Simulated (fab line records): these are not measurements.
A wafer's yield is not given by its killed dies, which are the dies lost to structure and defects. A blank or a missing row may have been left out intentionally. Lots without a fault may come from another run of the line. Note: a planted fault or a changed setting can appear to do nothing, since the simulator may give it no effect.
Chamber matching || flow nandHarc || NHARC_A_STAIRCASE_DESCUM_443 on rieDiel-08 has 4 sister chambers
The step chemistry O2, time 3 s. 20 wafers are shown with their chamber, then 10 later ones without.

WAFERS PAIRED WITH THEIR CHAMBERS
{"wafer": "L075.1", "chamber": 0, "showerheadPlenumPTorr (Torr)": 1.95, "drypumpMotorCurrentA (A)": 5.5, "rfVppV (V)": 58.3}
{"wafer": "L075.2", "chamber": 1, "showerheadPlenumPTorr (Torr)": 1.87, "drypumpMotorCurrentA (A)": 5.2, "rfVppV (V)": 57.5}
{"wafer": "L075.4", "chamber": 3, "showerheadPlenumPTorr (Torr)": 1.97, "drypumpMotorCurrentA (A)": 6.0, "rfVppV (V)": 58.6}
{"wafer": "L076.3", "chamber": 2, "showerheadPlenumPTorr (Torr)": 2.08, "drypumpMotorCurrentA (A)": 5.6, "rfVppV (V)": 59.4}
{"wafer": "L076.4", "chamber": 3, "showerheadPlenumPTorr (Torr)": 1.97, "drypumpMotorCurrentA (A)": 6.0, "rfVppV (V)": 58.0}
{"wafer": "L076.5", "chamber": 0, "showerheadPlenumPTorr (Torr)": 1.95, "drypumpMotorCurrentA (A)": 5.5, "rfVppV (V)": 57.5}
{"wafer": "L078.2", "chamber": 0, "showerheadPlenumPTorr (Torr)": 1.95, "drypumpMotorCurrentA (A)": 5.6, "rfVppV (V)": 58.0}
{"wafer": "L078.4", "chamber": 3, "showerheadPlenumPTorr (Torr)": 1.97, "drypumpMotorCurrentA (A)": 6.0, "rfVppV (V)": 59.2}
{"wafer": "L078.5", "chamber": 3, "showerheadPlenumPTorr (Torr)": 1.97, "drypumpMotorCurrentA (A)": 6.0, "rfVppV (V)": 56.6}
{"wafer": "L080.3", "chamber": 1, "showerheadPlenumPTorr (Torr)": 1.87, "drypumpMotorCurrentA (A)": 5.2, "rfVppV (V)": 56.8}
{"wafer": "L080.5", "chamber": 1, "showerheadPlenumPTorr (Torr)": 1.87, "drypumpMotorCurrentA (A)": 5.2, "rfVppV (V)": 58.7}
{"wafer": "L080.6", "chamber": 2, "showerheadPlenumPTorr (Torr)": 2.07, "drypumpMotorCurrentA (A)": 5.6, "rfVppV (V)": 57.6}
{"wafer": "L081.3", "chamber": 0, "showerheadPlenumPTorr (Torr)": 1.95, "drypumpMotorCurrentA (A)": 5.5, "rfVppV (V)": 59.2}
{"wafer": "L081.4", "chamber": 2, "showerheadPlenumPTorr (Torr)": 2.07, "drypumpMotorCurrentA (A)": 5.6, "rfVppV (V)": 60.2}
{"wafer": "L081.6", "chamber": 3, "showerheadPlenumPTorr (Torr)": 1.97, "drypumpMotorCurrentA (A)": 6.0, "rfVppV (V)": 57.5}
{"wafer": "L087.1", "chamber": 2, "showerheadPlenumPTorr (Torr)": 2.07, "drypumpMotorCurrentA (A)": 5.7, "rfVppV (V)": 58.4}
{"wafer": "L087.2", "chamber": 1, "showerheadPlenumPTorr (Torr)": 1.86, "drypumpMotorCurrentA (A)": 5.2, "rfVppV (V)": 56.8}
{"wafer": "L087.3", "chamber": 0, "showerheadPlenumPTorr (Torr)": 1.94, "drypumpMotorCurrentA (A)": 5.5, "rfVppV (V)": 57.6}
{"wafer": "L088.2", "chamber": 0, "showerheadPlenumPTorr (Torr)": 1.94, "drypumpMotorCurrentA (A)": 5.5, "rfVppV (V)": 58.1}
{"wafer": "L088.3", "chamber": 2, "showerheadPlenumPTorr (Torr)": 2.06, "drypumpMotorCurrentA (A)": 5.6, "rfVppV (V)": 58.0}

SIGNATURES (means of the wafers above)
{"reading": "showerheadPlenumPTorr", "chamber 0": 1.9467, "chamber 1": 1.8675, "chamber 2": 2.0700, "chamber 3": 1.9700, "scatter within a chamber": 0.00505}
{"reading": "drypumpMotorCurrentA", "chamber 0": 5.517, "chamber 1": 5.200, "chamber 2": 5.620, "chamber 3": 6.000, "scatter within a chamber": 0.032}
{"reading": "rfVppV", "chamber 0": 58.117, "chamber 1": 57.450, "chamber 2": 58.720, "chamber 3": 57.980, "scatter within a chamber": 0.895}
Rule: a wafer lies at a distance from a chamber equal to the root of the sum of squares, over the readings, of (its reading less the chamber's mean, divided by the reading's scatter). If the next closest chamber is less than 2 further off than the closest, the wafer can't be placed; otherwise it belongs to the closest. The scatter: the root of (the sum of the squares of (reading less its chamber's mean) over the shown wafers, divided by (wafers less chambers)).

WAFERS WITH NO CHAMBER GIVEN
{"wafer": "L088.6", "showerheadPlenumPTorr (Torr)": 1.96, "drypumpMotorCurrentA (A)": 6.0, "rfVppV (V)": 56.9}
{"wafer": "L093.2", "showerheadPlenumPTorr (Torr)": 1.86, "drypumpMotorCurrentA (A)": 5.2, "rfVppV (V)": 59.3}
{"wafer": "L093.3", "showerheadPlenumPTorr (Torr)": 2.06, "drypumpMotorCurrentA (A)": 5.6, "rfVppV (V)": 56.8}
{"wafer": "L093.5", "showerheadPlenumPTorr (Torr)": 1.86, "drypumpMotorCurrentA (A)": 5.2, "rfVppV (V)": 58.1}
{"wafer": "L094.1", "showerheadPlenumPTorr (Torr)": 1.96, "drypumpMotorCurrentA (A)": 6.0, "rfVppV (V)": 57.7}
{"wafer": "L094.4", "showerheadPlenumPTorr (Torr)": 2.06, "drypumpMotorCurrentA (A)": 5.6, "rfVppV (V)": 59.3}
{"wafer": "L094.6", "showerheadPlenumPTorr (Torr)": 1.94, "drypumpMotorCurrentA (A)": 5.5, "rfVppV (V)": 57.8}
{"wafer": "L096.1", "showerheadPlenumPTorr (Torr)": 1.94, "drypumpMotorCurrentA (A)": 5.6, "rfVppV (V)": 56.5}
{"wafer": "L096.4", "showerheadPlenumPTorr (Torr)": 1.85, "drypumpMotorCurrentA (A)": 5.2, "rfVppV (V)": 57.8}
{"wafer": "L096.6", "showerheadPlenumPTorr (Torr)": 1.85, "drypumpMotorCurrentA (A)": 5.3, "rfVppV (V)": 58.1}

THE CHAMBER EACH PASSED THROUGH
{"wafer": "L088.6", "from the rows above": 3, "in truth": 3}
{"wafer": "L093.2", "from the rows above": 1, "in truth": 1}
{"wafer": "L093.3", "from the rows above": 2, "in truth": 2}
{"wafer": "L093.5", "from the rows above": 1, "in truth": 1}
{"wafer": "L094.1", "from the rows above": 3, "in truth": 3}
{"wafer": "L094.4", "from the rows above": 2, "in truth": 2}
{"wafer": "L094.6", "from the rows above": 0, "in truth": 0}
{"wafer": "L096.1", "from the rows above": 0, "in truth": 0}
{"wafer": "L096.4", "from the rows above": 1, "in truth": 1}
{"wafer": "L096.6", "from the rows above": 1, "in truth": 1}
Correctly placed: 10 of 10. Left unplaced by these rows: 0. Placed wrongly: 0.
